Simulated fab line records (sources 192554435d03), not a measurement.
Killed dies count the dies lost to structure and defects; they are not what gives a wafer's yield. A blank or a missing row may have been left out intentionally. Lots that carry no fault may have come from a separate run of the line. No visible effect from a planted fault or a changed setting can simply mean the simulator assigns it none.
fab line records    flow n5-finfet
[record] lots = 10  wafers = 30  last-day = 17
route steps=1938 shown MOL_CONTACT_COAG@539 PASS1_CAP@1874 TV_OPEN@1887 PASSIVATION@1931
lots untouched by any fault: they come from a run of this same line in which no faults occurred
start-h: hours from the record's opening day to when the first of the lot's shown wafers began    wait-h: time in hours since the lot's previous step    " repeats the value in the row above    L1.1+2: a row that stands for several wafers    - no value present, or no start provided    * or withheld: withheld    < > ~ a bound
route shown NAME@n: a module of which the file shows steps, and the number in the route of the first    usual: mean/standard deviation of fault-free wafers    same: alike in all rows    chamber/n: place in a boat    sites: per-site readings    _std_site: standard deviation across them    _edge_site: mean of outer sites minus mean of inner sites    radius-mm: for every site, how far away it sits from the centre of the wafer    mask NAME#n: copy n    behind: the tool/chamber that last shaped the wafer    hold: cause of the lot's hold/its duration in hours/its outcome    device: whichever transistor did not switch (one of n, p or np)    end of line: tests run on the same wafers once the route is complete    where a step has no rows: the recipe by itself    killed: dies lost to structure and defects at the first sort, not the wafer's yield    map: dies across one wafer; x = killed, . = not, _ = none there
set.NAME: the setting the step ran with; set.NAME@STEP: the setting that earlier step ran with    model.NAME: the simulator's own value behind a step, which no gauge read
one table for each step of the route and one row for each wafer, over a sample of lots
services: the hour from which a tool's chamber was out of use, counted from the record's first day as start-h (under 0 if before that day), plus the number of hours and why
[[steps]]
[step N5_MOL_CONTACT_COAG_STRIP_98]
[recipe] chemistry = N2/H2  power-w = 500  temp-c = 40  pressure-mtorr = 50  rf-frequency-hz = 6e+07  overash-fraction = 0.3  bias-power-w = 8  h2-frac = 0.5  n2-flow-sccm = 300  h2-flow-sccm = 300
[usual] drypump-motor-current-A = 5.7/0.48  h2-flow-sccm = 300.0/0.87  oes-product-au = 0.79/0.081  power-w = 500.0/1.4  rf-vpp-V = 54.4/1.5  showerhead-plenum-p-Torr = 3.40/0.12  throttle-valve-pct = 19.0/0.37
lot.wafer  tool         chamber  start-h  wait-h  drypump-motor-current-A  h2-flow-sccm  oes-product-au  power-w  rf-hours-counter-h  rf-vpp-V  showerhead-plenum-p-Torr  throttle-valve-pct
L935.1     rie-diel-01  1        97.84    0.0     5.6                      299.7         0.91            500.9    21                  54.7      3.57                      18.5
L935.2     "            2        "        "       5.1                      301.5         0.72            500.8    208                 54.2      3.46                      19.2
L935.5     "            3        "        "       6.2                      300.2         0.79            499.7    -                   53.9      3.52                      19.0
L936.2     rie-diel-06  3        104.74   0.0     6.4                      299.3         0.78            501.5    107                 52.4      3.39                      19.7
L936.4     "            2        "        "       5.4                      300.3         0.76            498.7    -                   54.6      3.49                      19.3
L936.5     "            3        "        "       6.4                      299.7         0.78            501.5    -                   50.1      3.39                      19.7
L937.3     rie-diel-06  2        107.23   0.0     5.5                      299.4         0.76            500.2    151                 57.2      3.49                      19.3
L937.5     "            1        "        "       5.0                      301.0         0.67            498.5    -                   53.7      3.29                      18.9
L937.6     "            3        "        "       6.4                      299.6         0.79            499.3    -                   55.8      3.39                      19.7
L939.1     rie-diel-06  2        117.74   0.0     5.4                      299.5         0.75            503.6    155                 56.0      3.49                      19.3
L939.3     "            3        "        "       6.4                      301.1         0.78            499.6    113                 53.5      3.39                      19.7
L939.5     "            3        "        "       6.4                      300.2         0.79            500.9    -                   56.2      3.39                      19.7
L942.1     rie-diel-06  3        138.61   0.0     6.4                      299.7         0.78            501.7    120                 55.6      3.38                      19.7
L942.3     "            2        "        "       5.4                      299.6         0.74            500.3    163                 54.4      3.48                      19.3
L942.5     "            2        "        "       5.4                      299.8         0.76            500.2    -                   53.9      3.48                      19.3
L944.1     rie-diel-06  3        147.89   0.0     6.4                      299.7         0.77            500.9    124                 55.6      3.38                      19.7
L944.3     "            1        "        "       5.0                      299.4         0.94            500.0    8                   52.9      3.28                      18.5
L944.6     "            2        "        "       5.4                      301.3         0.74            501.6    -                   52.2      3.48                      19.3
L946.3     rie-diel-06  3        160.36   0.0     6.4                      300.1         0.77            501.2    127                 53.3      3.38                      19.7
L946.4     "            2        "        "       5.5                      299.2         0.74            496.9    169                 55.4      3.48                      19.3
L946.5     "            1        "        "       5.0                      299.7         0.92            501.4    -                   54.3      3.28                      18.4
L950.1     rie-diel-06  3        183.17   0.0     6.4                      298.8         0.77            501.6    133                 53.3      3.38                      19.7
L950.2     "            2        "        "       5.4                      300.2         0.72            501.8    176                 55.5      3.48                      19.3
L950.3     "            0        "        "       5.8                      299.8         0.90            500.4    23                  53.9      3.29                      18.8
L954.1     rie-diel-02  1        207.75   0.0     6.5                      299.0         0.69            501.2    232                 52.0      3.46                      19.1
L954.2     "            0        "        "       5.5                      300.1         0.95            502.0    9                   54.6      3.57                      18.7
L954.3     "            2        "        "       6.1                      300.2         0.77            497.0    123                 56.3      3.51                      18.9
L956.1     rie-diel-01  3        219.22   0.0     6.2                      299.6         0.75            498.9    146                 56.9      3.50                      19.0
L956.3     "            0        "        "       5.6                      300.7         0.72            502.1    196                 54.0      3.20                      19.3
L956.4     "            1        "        "       5.6                      298.3         0.81            501.2    70                  53.0      3.54                      18.6
[step N5_PASSIVATION_PECVD_01]
[recipe] material = SiNx  target-thk-a = 2000  temp-c = 400  precursor = SiH4/NH3/N2  pressure-torr = 4.9  rf-w = 1406  time-s = 43.2
[usual] heater-power-w = 386/93  showerhead-plenum-p-Torr = 8.65/0.068  susceptor-temp-C = 400.00/0.22  throttle-valve-pct = 29.0/1.6
lot.wafer  tool      chamber  start-h  wait-h  heater-power-w  showerhead-plenum-p-Torr  susceptor-temp-C  throttle-valve-pct
L935.1     pecvd-04  1        274.67   0.0     511             8.62                      400.04            27.4
L935.2     "         2        "        "       494             8.65                      399.87            27.3
L935.5     "         0        "        "       265             8.64                      399.91            28.4
L936.2     pecvd-03  1        276.58   0.0     367             8.70                      399.89            31.7
L936.4     "         0        "        "       520             8.71                      400.02            29.8
L936.5     "         2        "        "       382             8.62                      400.37            27.4
L937.3     pecvd-02  1        281.24   0.0     291             8.77                      400.56            30.6
L937.5     "         2        "        "       254             8.58                      399.56            27.5
L937.6     "         1        "        "       303             8.78                      399.89            30.8
L944.1     pecvd-04  2        303.40   0.0     462             8.65                      400.13            27.6
L944.3     "         1        "        "       510             8.64                      400.10            27.4
L944.6     "         2        "        "       490             8.65                      399.86            27.4
L939.1     pecvd-02  0        303.61   0.0     426             8.59                      400.36            30.0
L939.3     "         2        "        "       341             8.57                      400.02            27.3
L939.5     "         1        "        "       247             8.78                      400.10            30.8
L942.1     pecvd-03  0        311.37   0.0     406             8.76                      400.12            30.0
L942.3     "         2        "        "       387             8.59                      400.05            27.3
L942.5     "         1        "        "       310             8.70                      400.06            31.9
L946.3     pecvd-03  1        334.94   0.0     353             8.72                      400.08            31.8
L946.4     "         0        "        "       466             8.70                      400.32            30.1
L946.5     "         2        "        "       350             8.59                      400.08            27.3
L950.1     pecvd-04  2        354.42   0.0     552             8.62                      400.10            27.6
L950.2     "         1        "        "       497             8.62                      400.54            27.3
L950.3     "         0        "        "       249             8.63                      400.06            28.5
L954.1     pecvd-02  0        379.35   0.0     385             8.59                      399.74            30.2
L954.2     "         2        "        "       285             8.60                      400.11            27.5
L954.3     "         1        "        "       267             8.76                      400.03            30.9
L956.1     pecvd-03  1        392.48   0.0     358             8.72                      399.75            32.0
L956.3     "         2        "        "       453             8.61                      400.07            27.5
L956.4     "         2        "        "       292             8.58                      400.08            27.4
[step N5_PASSIVATION_PASS_ETCH_74]
[recipe] chemistry = CF4/O2  target = SiNx  target-depth-a = 2200  time-s = 110  ion-energy-ev = 100  pressure-mtorr = 40  source-w = 535  bias-w = 49  Ar_flow_sccm = 100  cf4-flow-sccm = 100  O2_flow_sccm = 10
[usual] drypump-motor-current-A = 5.8/0.41  mfc-ar-sccm = 99.98/0.29  oes-product-au = 0.80/0.07  rf-vpp-V = 239.4/2.3  showerhead-plenum-p-Torr = 2.21/0.083  throttle-valve-pct = 16.02/0.21
lot.wafer  tool         chamber  start-h  wait-h  drypump-motor-current-A  mfc-ar-sccm  oes-product-au  rf-hours-counter-h  rf-vpp-V  showerhead-plenum-p-Torr  throttle-valve-pct
L935.1     rie-diel-05  2        277.08   0.0     5.4                      99.46        0.81            102                 242.0     2.30                      15.90
L935.2     "            1        "        "       5.3                      100.10       0.84            87                  240.2     2.32                      15.80
L935.5     "            0        "        "       6.3                      100.13       0.83            -                   240.9     2.14                      16.20
L936.2     rie-diel-03  1        277.12   0.0     6.0                      99.99        0.71            219                 235.2     2.09                      16.05
L936.4     "            1        "        "       6.0                      100.02       0.70            -                   234.7     2.09                      16.05
L936.5     "            2        "        "       6.2                      100.34       0.81            -                   241.2     2.23                      15.86
L937.3     rie-diel-03  2        282.41   0.0     6.2                      100.21       0.80            101                 240.9     2.23                      15.85
L937.5     "            3        "        "       6.1                      99.99        0.89            -                   239.6     2.34                      16.08
L937.6     "            1        "        "       5.9                      99.68        0.72            -                   236.1     2.09                      16.07
L944.1     rie-diel-03  1        304.05   0.0     6.0                      99.96        0.70            228                 235.2     2.09                      16.08
L944.3     "            2        "        "       6.2                      99.58        0.79            107                 240.4     2.22                      15.86
L944.6     "            3        "        "       6.1                      100.36       0.87            -                   241.1     2.34                      16.11
L939.1     rie-diel-03  1        304.53   0.0     6.0                      100.19       0.71            228                 236.5     2.09                      16.08
L939.3     "            3        "        "       6.1                      100.09       0.87            54                  238.8     2.33                      16.10
L939.5     "            2        "        "       6.1                      99.30        0.79            -                   240.0     2.22                      15.89
L942.1     rie-diel-03  3        312.84   0.0     6.1                      99.86        0.87            59                  241.4     2.33                      16.10
L942.3     "            0        "        "       5.4                      99.98        0.71            191                 242.0     2.19                      16.26
L942.5     "            1        "        "       6.0                      100.16       0.70            -                   235.6     2.09                      16.08
L946.3     rie-diel-03  3        335.75   0.0     6.1                      99.48        0.86            71                  240.0     2.33                      16.13
L946.4     "            2        "        "       6.2                      99.95        0.79            117                 241.0     2.22                      15.88
L946.5     "            3        "        "       6.1                      99.65        0.86            -                   241.2     2.33                      16.13
L950.1     rie-diel-05  3        355.67   0.0     5.4                      100.06       0.88            33                  237.9     2.16                      15.61
L950.2     "            2        "        "       5.4                      99.70        0.80            131                 241.7     2.29                      15.92
L950.3     "            0        "        "       6.3                      99.87        0.79            113                 241.2     2.13                      16.26
L954.1     rie-diel-05  1        380.03   0.0     5.3                      99.74        0.80            126                 238.9     2.30                      15.88
L954.2     "            0        "        "       6.3                      99.48        0.78            122                 240.7     2.13                      16.27
L954.3     "            2        "        "       5.4                      100.15       0.78            140                 240.9     2.29                      15.96
L956.1     rie-diel-05  3        394.17   0.0     5.3                      100.50       0.85            47                  238.5     2.16                      15.62
L956.3     "            1        "        "       5.4                      100.46       0.79            130                 239.4     2.30                      15.87
L956.4     "            0        "        "       6.3                      99.78        0.77            127                 240.3     2.13                      16.28
[step N5_PASSIVATION_STRIP_48]
[recipe] chemistry = O2  power-w = 600  temp-c = 60  pressure-mtorr = 30  rf-frequency-hz = 6e+07  bias-power-w = 0  overash-fraction = 0.5  o2-flow-sccm = 225
[usual] drypump-motor-current-A = 5.8/0.46  oes-product-au = 0.79/0.085  rf-vpp-V = 3.8/2.5  showerhead-plenum-p-Torr = 2.11/0.082  throttle-valve-pct = 16.62/0.23
lot.wafer  tool         chamber  start-h  wait-h  drypump-motor-current-A  oes-product-au  rf-hours-counter-h  rf-vpp-V  showerhead-plenum-p-Torr  throttle-valve-pct
L935.1     rie-diel-01  1        280.94   0.1     5.6                      0.82            98                  3.8       2.19                      16.53
L935.2     "            0        "        "       5.6                      0.73            227                 0.2       1.98                      17.01
L935.5     "            3        "        "       6.2                      0.72            -                   2.9       2.18                      16.77
L936.2     rie-diel-02  2        281.28   0.1     6.2                      0.74            144                 4.2       2.20                      16.62
L936.4     "            2        "        "       6.1                      0.74            -                   6.8       2.19                      16.68
L936.5     "            0        "        "       5.5                      0.92            -                   8.1       2.22                      16.22
L937.3     rie-diel-02  2        286.48   0.1     6.1                      0.74            146                 9.4       2.19                      16.62
L937.5     "            0        "        "       5.5                      0.89            -                   0         2.22                      16.31
L937.6     "            3        "        "       5.9                      0.72            -                   2.6       2.00                      16.51
L944.1     rie-diel-02  1        308.13   0.1     6.5                      0.93            5                   2.1       2.15                      16.39
L944.3     "            2        "        "       6.1                      0.74            155                 2.3       2.19                      16.57
L944.6     "            3        "        "       5.9                      0.72            -                   4.0       2.00                      16.61
L939.1     rie-diel-06  1        308.86   0.1     5.0                      0.86            56                  3.4       2.03                      16.37
L939.3     "            3        "        "       6.4                      0.72            180                 3.6       2.08                      16.85
L939.5     "            0        "        "       5.7                      0.85            -                   3.3       2.04                      16.48
L942.1     rie-diel-01  0        317.86   0.1     5.6                      0.70            240                 8.9       1.97                      16.93
L942.3     "            1        "        "       5.6                      0.78            112                 3.6       2.18                      16.53
L942.5     "            3        "        "       6.1                      0.72            -                   5.7       2.18                      16.72
L946.3     rie-diel-01  2        340.32   0.1     5.0                      0.86            25                  6.0       2.14                      16.59
L946.4     "            1        "        "       5.6                      0.76            120                 6.6       2.18                      16.52
L946.5     "            1        "        "       5.6                      0.77            -                   2.8       2.18                      16.45
L950.1     rie-diel-02  3        359.58   0.1     5.9                      0.69            196                 4.3       2.00                      16.72
L950.2     "            2        "        "       6.1                      0.74            174                 1.6       2.18                      16.64
L950.3     "            0        "        "       5.5                      0.86            58                  0.4       2.21                      16.30
L954.1     rie-diel-06  1        384.19   0.1     5.0                      0.81            88                  4.7       2.02                      16.44
L954.2     "            0        "        "       5.7                      0.81            100                 2.5       2.03                      16.57
L954.3     "            3        "        "       6.4                      0.72            197                 1.2       2.07                      16.99
L956.1     rie-diel-02  3        398.32   0.1     5.8                      0.70            210                 4.0       1.99                      16.57
L956.3     "            0        "        "       5.5                      0.85            72                  4.3       2.21                      16.41
L956.4     "            1        "        "       6.5                      0.90            37                  3.5       2.13                      16.40
[step N5_PASSIVATION_PROBE_49]
[usual] defect-limited-yield = 91.2/1.4  killed_at_M0_to_M3 = 34/9.4  killed_at_M4_up = 13/5.8  killed-at-contacts = 13/6.4  killed-at-front-end = 41/11  killed-at-other = 3.1/2.3  killed-dies = 103/16  killed-on-rim = 13/3.4  killed-open = 69/12  killed-short = 33/7.8  sort_bin_5_function = 5.1/0.91  sort_bin_6_memory = 3.3/0.63  sort-n-pass = 1077/16  sort-yield-pct = 91.2/1.4
[same] gross-dies = 1180  killed-at-back-side = 0  sort_bin_4_leakage[%] = 0  sort_bin_8_speed[%] = 0
lot.wafer  tool       chamber  start-h  wait-h  defect-limited-yield[%]  killed_at_M0_to_M3  killed_at_M4_up  killed-at-contacts  killed-at-front-end  killed-at-other  killed-dies  killed-on-rim  killed-open  killed-short  sort_bin_5_function[%]  sort_bin_6_memory[%]  sort-n-pass  sort-yield-pct[%]
L946.3     prober-02  -        342.91   0.1     93.1                     32                  13               9                   25                   2                81           11             49           31            3.6                     3.0                   1099         93.1
L946.4     prober-02  -        342.96   0.2     79.5                     33                  11               132                 64                   2                242          24             68           48            12.1                    5.2                   938          79.5
L946.5     prober-02  -        343.01   0.2     90.6                     44                  19               7                   38                   3                111          15             74           37            5.3                     3.9                   1069         90.6
L950.1     prober-01  -        362.07   0.0     92.5                     25                  5                20                  33                   5                88           10             55           33            4.6                     2.6                   1092         92.5
L950.2     prober-01  -        362.12   0.1     81.2                     25                  6                158                 27                   6                222          23             54           34            10.8                    4.4                   958          81.2
L950.3     prober-01  -        362.17   0.1     90.6                     36                  7                21                  41                   6                111          19             66           45            5.2                     3.7                   1069         90.6
// killed by level:class
L946.3 BEOL_M0_SAQP:geometric-particle:short=8 MOL_CONTACT_COAG:geometric-particle:open=7 STI_FIN_REVEAL:geometric-particle:open=6 BEOL_M3:geometric-particle:open=6 BEOL_M1:geometric-particle:open=5 BEOL_M2:geometric-particle:open=5 GATE_CUT:geometric-particle:short=4 FIN_SAQP:geometric-particle:short=3
L946.4 MOL_CONTACT_COAG:unspecified=125 FIN_SAQP:geometric-particle:short=15 STI_FIN_REVEAL:geometric-particle:open=12 FIN_SAQP:geometric-particle:open=8 BEOL_M0_SAQP:geometric-particle:short=8 BEOL_M0_SAQP:geometric-particle:open=8 GATE_CUT:geometric-particle:open=6 MOL_CONTACT_COAG:geometric-particle:open=6
L946.5 BEOL_M3:geometric-particle:open=12 BEOL_M0_SAQP:geometric-particle:short=10 BEOL_M0_SAQP:geometric-particle:open=9 DUMMY_GATE:geometric-particle:open=8 FIN_SAQP:geometric-particle:short=7 BEOL_M2:geometric-particle:open=6 BEOL_M4:geometric-particle:open=6 BEOL_M5:geometric-particle:open=6
L950.1 MOL_CONTACT_COAG:geometric-particle:open=15 DUMMY_GATE:geometric-particle:open=7 BEOL_M0_SAQP:geometric-particle:short=7 BEOL_M3:geometric-particle:open=6 BEOL_M0_SAQP:geometric-particle:open=6 FIN_SAQP:geometric-particle:short=5 MOL_CONTACT_COAG:geometric-particle:short=5 FIN_SAQP:geometric-particle:open=3
L950.2 MOL_CONTACT_COAG:unspecified=134 MOL_CONTACT_COAG:geometric-particle:open=19 BEOL_M0_SAQP:geometric-particle:short=9 BEOL_M0_SAQP:geometric-particle:open=6 STI_FIN_REVEAL:geometric-particle:open=5 DUMMY_GATE:geometric-particle:open=5 MOL_CONTACT_COAG:geometric-particle:short=5 BEOL_M5:geometric-particle:short=5
L950.3 MOL_CONTACT_COAG:geometric-particle:open=14 BEOL_M0_SAQP:geometric-particle:short=12 BEOL_M0_SAQP:geometric-particle:open=10 FIN_SAQP:geometric-particle:open=9 GATE_CUT:geometric-particle:short=8 BEOL_M3:geometric-particle:open=8 FIN_SAQP:geometric-particle:short=7 MOL_CONTACT_COAG:geometric-particle:short=7
[[services]]
tool         chamber  start-h  hours  kind
pecvd-03     -        79.37    2.8    repair
rie-diel-05  2        91.74    2.1    repair
pecvd-04     0        91.93    6.3    repair
pecvd-04     -        147.46   1.8    repair
rie-diel-06  -        152.14   4.3    pm
rie-diel-02  -        161.27   0.4    repair
rie-diel-03  2        166.17   6.7    repair
pecvd-03     1        182.27   23.1   repair
rie-diel-01  2        185.30   17.7   repair
rie-diel-02  1        195.81   5.5    repair
rie-diel-02  3        198.03   6.0    repair
pecvd-03     -        204.38   14.6   pm
pecvd-02     -        227.83   0.8    repair
pecvd-04     2        239.49   10.0   repair
rie-diel-02  -        241.53   15.6   pm
rie-diel-05  1        245.40   1.7    repair
rie-diel-06  1        266.28   23.2   repair
pecvd-03     -        275.77   0.4    repair
pecvd-03     -        280.65   5.5    pm
pecvd-04     -        324.79   6.0    pm
rie-diel-06  3        353.66   29.7   repair
rie-diel-06  1        363.58   4.0    repair
rie-diel-03  -        370.21   10.0   pm
pecvd-02     -        394.69   5.5    pm
[[key]]
[first-sign] step = N5_PASSIVATION_PROBE_49  reading = killed-at-contacts  direction = up  sigmas = 21  usual = 13  struck = 145
[effect] step = N5_PASSIVATION_PROBE_49  reading = defect-limited-yield  direction = down  sigmas = 8  usual = 91.2  struck = 80.3
[more-kills-born-at] N5_MOL_CONTACT_COAG_STRIP_98@rie-diel-06 = 259
met-at N5_MOL_CONTACT_COAG_STRIP_98
struck-lots L946,L950
struck-wafers L946.4,L950.2
not-acting-at N5_PASSIVATION_PECVD_01,N5_PASSIVATION_PASS_ETCH_74,N5_PASSIVATION_STRIP_48
onset-between 147.89 160.36
[fault] kind = chamber-particle-source  tool = rie-diel-06  chamber = 2  onset-h = 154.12  steps = N5_MOL_CONTACT_COAG_STRIP_98  rate-per-visit-cm2 = 1.3361  end-h = 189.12
